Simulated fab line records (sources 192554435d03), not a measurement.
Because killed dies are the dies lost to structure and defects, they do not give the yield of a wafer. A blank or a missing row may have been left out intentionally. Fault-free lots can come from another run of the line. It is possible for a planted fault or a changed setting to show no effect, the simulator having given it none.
Chamber matching ; flow n5Finfet ; N5_WELL_APT_DESCUM_30 on rieDiel-01 has 4 sister chambers
The step chemistry O2, time 7.9 s. 20 wafers are shown with their chamber, then 10 later ones without.

== EACH WAFER AND ITS CHAMBER ==
wafer;chamber;showerheadPlenumPTorr (Torr);drypumpMotorCurrentA (A);throttleValvePct (%)
L075.2;1;2.14;5.8;20.32
L075.3;3;2.11;5.6;20.45
L075.4;0;2.23;5.7;20.40
L076.1;3;2.11;5.6;20.46
L076.2;0;2.23;5.7;20.40
L076.4;2;2.05;6.2;20.45
L078.1;3;2.11;5.6;20.46
L078.3;0;2.22;5.7;20.41
L078.5;3;2.11;5.6;20.46
L081.1;1;2.13;5.7;20.32
L081.3;3;2.11;5.6;20.47
L081.6;1;2.13;5.7;20.34
L083.1;1;2.13;5.8;20.34
L083.4;0;2.22;5.7;20.44
L083.6;2;2.05;6.2;20.45
L086.1;3;2.11;5.6;20.47
L086.4;0;2.22;5.7;20.44
L086.6;3;2.11;5.6;20.49
L088.2;2;2.04;6.3;20.49
L088.4;0;2.22;5.7;20.43

SIGNATURES (means of the wafers above)
reading;chamber 0;chamber 1;chamber 2;chamber 3;scatter within a chamber
showerheadPlenumPTorr;2.2233;2.1325;2.0467;2.1100;0.00415
drypumpMotorCurrentA;5.700;5.750;6.233;5.600;0.0323
throttleValvePct;20.4200;20.3300;20.4633;20.4657;0.0163
Rule: distance of a wafer from a chamber = root of the sum over the readings of ((wafer's reading minus chamber's mean) / reading's scatter) squared. The wafer belongs to the nearest chamber; if the next one is less than 2 further off, it can't be placed. The scatter: the root of (the sum of the squares of (reading less its chamber's mean) over the shown wafers, divided by (wafers less chambers)).

== WAFERS WITH NO CHAMBER GIVEN ==
wafer;showerheadPlenumPTorr (Torr);drypumpMotorCurrentA (A);throttleValvePct (%)
L088.5;2.10;5.6;20.49
L090.1;2.13;5.7;20.36
L090.4;2.22;5.8;20.45
L090.5;2.04;6.2;20.50
L093.1;2.04;6.2;20.51
L093.3;2.21;5.8;20.47
L093.5;2.12;5.8;20.36
L097.4;2.03;6.2;20.52
L097.5;2.03;6.2;20.50
L097.6;2.12;5.8;20.39

== WHICH CHAMBER EACH ONE RAN IN ==
wafer;from the rows above;in truth
L088.5;3;3
L090.1;1;1
L090.4;0;0
L090.5;2;2
L093.1;2;2
L093.3;0;0
L093.5;1;1
L097.4;2;2
L097.5;2;2
L097.6;1;1
10 of 10 placed correctly. Can't be placed from these rows: 0. 0 placed wrongly.
